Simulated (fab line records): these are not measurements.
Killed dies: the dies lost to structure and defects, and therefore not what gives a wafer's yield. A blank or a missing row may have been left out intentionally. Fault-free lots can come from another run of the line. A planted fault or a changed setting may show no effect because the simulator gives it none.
Chamber matching / flow n5Finfet / cmp-02 running N5_BEOL_M0_CMP_120: 4 sister chambers
The step polishes, stops on SiOC, t overpolish 6.9 s. 20 wafers are shown with their chamber, then 10 later ones without.

== WAFERS WITH THEIR CHAMBER ==
wafer=L074.1; chamber=0; motorCurrentA (A)=5.2; timeToEndpointS (s)=59.0; barrierFieldEndpointS (s)=3.58
wafer=L074.3; chamber=2; motorCurrentA (A)=5.6; timeToEndpointS (s)=61.9; barrierFieldEndpointS (s)=3.58
wafer=L074.5; chamber=1; motorCurrentA (A)=6.2; timeToEndpointS (s)=59.0; barrierFieldEndpointS (s)=3.41
wafer=L080.1; chamber=3; motorCurrentA (A)=5.4; timeToEndpointS (s)=62.6; barrierFieldEndpointS (s)=3.83
wafer=L080.3; chamber=2; motorCurrentA (A)=5.3; timeToEndpointS (s)=58.3; barrierFieldEndpointS (s)=3.79
wafer=L080.4; chamber=0; motorCurrentA (A)=5.1; timeToEndpointS (s)=59.6; barrierFieldEndpointS (s)=3.65
wafer=L079.2; chamber=3; motorCurrentA (A)=5.2; timeToEndpointS (s)=59.0; barrierFieldEndpointS (s)=3.50
wafer=L079.3; chamber=1; motorCurrentA (A)=6.1; timeToEndpointS (s)=61.9; barrierFieldEndpointS (s)=3.62
wafer=L079.5; chamber=3; motorCurrentA (A)=5.8; timeToEndpointS (s)=61.7; barrierFieldEndpointS (s)=3.36
wafer=L083.1; chamber=2; motorCurrentA (A)=5.2; timeToEndpointS (s)=58.3; barrierFieldEndpointS (s)=3.68
wafer=L083.2; chamber=0; motorCurrentA (A)=5.2; timeToEndpointS (s)=59.5; barrierFieldEndpointS (s)=3.68
wafer=L083.3; chamber=1; motorCurrentA (A)=6.1; timeToEndpointS (s)=62.4; barrierFieldEndpointS (s)=3.82
wafer=L085.3; chamber=3; motorCurrentA (A)=5.5; timeToEndpointS (s)=63.5; barrierFieldEndpointS (s)=3.91
wafer=L085.5; chamber=3; motorCurrentA (A)=5.7; timeToEndpointS (s)=63.6; barrierFieldEndpointS (s)=4.00
wafer=L085.6; chamber=0; motorCurrentA (A)=5.3; timeToEndpointS (s)=59.5; barrierFieldEndpointS (s)=3.87
wafer=L089.2; chamber=1; motorCurrentA (A)=6.4; timeToEndpointS (s)=60.2; barrierFieldEndpointS (s)=3.58
wafer=L089.3; chamber=0; motorCurrentA (A)=5.2; timeToEndpointS (s)=60.0; barrierFieldEndpointS (s)=3.44
wafer=L089.5; chamber=1; motorCurrentA (A)=6.3; timeToEndpointS (s)=61.0; barrierFieldEndpointS (s)=3.51
wafer=L088.3; chamber=1; motorCurrentA (A)=6.1; timeToEndpointS (s)=66.7; barrierFieldEndpointS (s)=3.48
wafer=L088.5; chamber=2; motorCurrentA (A)=5.4; timeToEndpointS (s)=63.8; barrierFieldEndpointS (s)=3.58

SIGNATURES (averages over the wafers above)
reading=motorCurrentA; chamber 0=5.200; chamber 1=6.200; chamber 2=5.375; chamber 3=5.520; scatter within a chamber=0.161
reading=timeToEndpointS; chamber 0=59.520; chamber 1=61.867; chamber 2=60.575; chamber 3=62.080; scatter within a chamber=2.13
reading=barrierFieldEndpointS; chamber 0=3.6440; chamber 1=3.5700; chamber 2=3.6575; chamber 3=3.7200; scatter within a chamber=0.183
Rule: for a wafer and a chamber, the distance is found by dividing, reading by reading, the gap between the wafer's reading and the chamber's mean by the reading's scatter, squaring, summing and taking the root. If the next closest chamber is less than 2 further off than the closest, the wafer can't be placed; otherwise it belongs to the closest. The scatter: take each reading less its chamber's mean, square it, sum over the shown wafers, divide by the number of wafers less the number of chambers, and take the root.

== WAFERS WHOSE CHAMBER IS MISSING ==
wafer=L088.6; motorCurrentA (A)=6.5; timeToEndpointS (s)=65.9; barrierFieldEndpointS (s)=3.70
wafer=L093.1; motorCurrentA (A)=6.1; timeToEndpointS (s)=65.2; barrierFieldEndpointS (s)=3.64
wafer=L093.3; motorCurrentA (A)=5.2; timeToEndpointS (s)=65.4; barrierFieldEndpointS (s)=3.43
wafer=L093.5; motorCurrentA (A)=5.4; timeToEndpointS (s)=63.6; barrierFieldEndpointS (s)=3.64
wafer=L095.2; motorCurrentA (A)=6.4; timeToEndpointS (s)=60.6; barrierFieldEndpointS (s)=3.64
wafer=L095.4; motorCurrentA (A)=5.5; timeToEndpointS (s)=61.3; barrierFieldEndpointS (s)=3.59
wafer=L095.5; motorCurrentA (A)=5.5; timeToEndpointS (s)=63.0; barrierFieldEndpointS (s)=3.66
wafer=L097.1; motorCurrentA (A)=5.7; timeToEndpointS (s)=58.2; barrierFieldEndpointS (s)=3.54
wafer=L097.3; motorCurrentA (A)=5.3; timeToEndpointS (s)=60.8; barrierFieldEndpointS (s)=3.76
wafer=L097.4; motorCurrentA (A)=6.1; timeToEndpointS (s)=61.0; barrierFieldEndpointS (s)=3.57

== WHICH CHAMBER EACH WENT THROUGH ==
wafer=L088.6; from the rows above=1; in truth=1
wafer=L093.1; from the rows above=1; in truth=1
wafer=L093.3; from the rows above=can't be placed: 2 or 3 or 0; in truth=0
wafer=L093.5; from the rows above=can't be placed: 3 or 2 or 0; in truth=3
wafer=L095.2; from the rows above=1; in truth=1
wafer=L095.4; from the rows above=can't be placed: 3 or 2 or 0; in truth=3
wafer=L095.5; from the rows above=can't be placed: 3 or 2 or 0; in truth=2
wafer=L097.1; from the rows above=can't be placed: 3 or 2 or 0 or 1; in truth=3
wafer=L097.3; from the rows above=can't be placed: 2 or 0 or 3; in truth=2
wafer=L097.4; from the rows above=1; in truth=1
4 of 10 placed correctly. These rows do not allow placing 6 (true chamber among the candidates in 6). Number placed wrongly: 0.
